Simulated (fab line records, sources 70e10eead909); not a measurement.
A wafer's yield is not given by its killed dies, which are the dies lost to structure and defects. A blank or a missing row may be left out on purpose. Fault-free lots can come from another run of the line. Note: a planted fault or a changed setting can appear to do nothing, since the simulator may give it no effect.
Matching of chambers / flow nand_harc / NHARC_P_BONDPAD_STRIP_15 on rie_diel-02: 4 sister chambers
The step strips in O2. 4 wafers are shown with their chamber, then 12 later ones without.

WAFERS, EACH WITH ITS CHAMBER
wafer=L087.3; chamber=0; showerhead_plenum_p_Torr (Torr)=3.56
wafer=L089.4; chamber=1; showerhead_plenum_p_Torr (Torr)=3.42
wafer=L092.4; chamber=3; showerhead_plenum_p_Torr (Torr)=3.72
wafer=L092.6; chamber=2; showerhead_plenum_p_Torr (Torr)=3.47

WAFERS WITHOUT THEIR CHAMBER
wafer=L094.2; showerhead_plenum_p_Torr (Torr)=3.56
wafer=L094.5; showerhead_plenum_p_Torr (Torr)=3.72
wafer=L094.6; showerhead_plenum_p_Torr (Torr)=3.47
wafer=L095.1; showerhead_plenum_p_Torr (Torr)=3.56
wafer=L095.4; showerhead_plenum_p_Torr (Torr)=3.72
wafer=L095.5; showerhead_plenum_p_Torr (Torr)=3.41
wafer=L096.1; showerhead_plenum_p_Torr (Torr)=3.41
wafer=L096.5; showerhead_plenum_p_Torr (Torr)=3.56
wafer=L096.6; showerhead_plenum_p_Torr (Torr)=3.72
wafer=L097.1; showerhead_plenum_p_Torr (Torr)=3.72
wafer=L097.2; showerhead_plenum_p_Torr (Torr)=3.47
wafer=L097.6; showerhead_plenum_p_Torr (Torr)=3.72

EACH ONE'S CHAMBER
wafer=L094.2; from the rows above=0; in truth=0
wafer=L094.5; from the rows above=3; in truth=3
wafer=L094.6; from the rows above=2; in truth=2
wafer=L095.1; from the rows above=0; in truth=0
wafer=L095.4; from the rows above=3; in truth=3
wafer=L095.5; from the rows above=1; in truth=1
wafer=L096.1; from the rows above=1; in truth=1
wafer=L096.5; from the rows above=0; in truth=0
wafer=L096.6; from the rows above=3; in truth=3
wafer=L097.1; from the rows above=3; in truth=3
wafer=L097.2; from the rows above=2; in truth=2
wafer=L097.6; from the rows above=3; in truth=3
Placed correctly: 12 of 12. Left unplaced by these rows: 0. 0 placed wrongly.
How it was worked out, from the rows above alone: a wafer's distance from a chamber is the root of the sum, over the readings, of the square of ((its reading less the chamber's mean) divided by the reading's scatter). The wafer belongs to the nearest chamber; if the next one is less than 2 further off, it can't be placed. For every chamber, the mean is computed from those of its wafers that are shown. The scatter: root of mean squared gap, hidden wafer to nearest shown wafer, with one shown wafer a chamber.
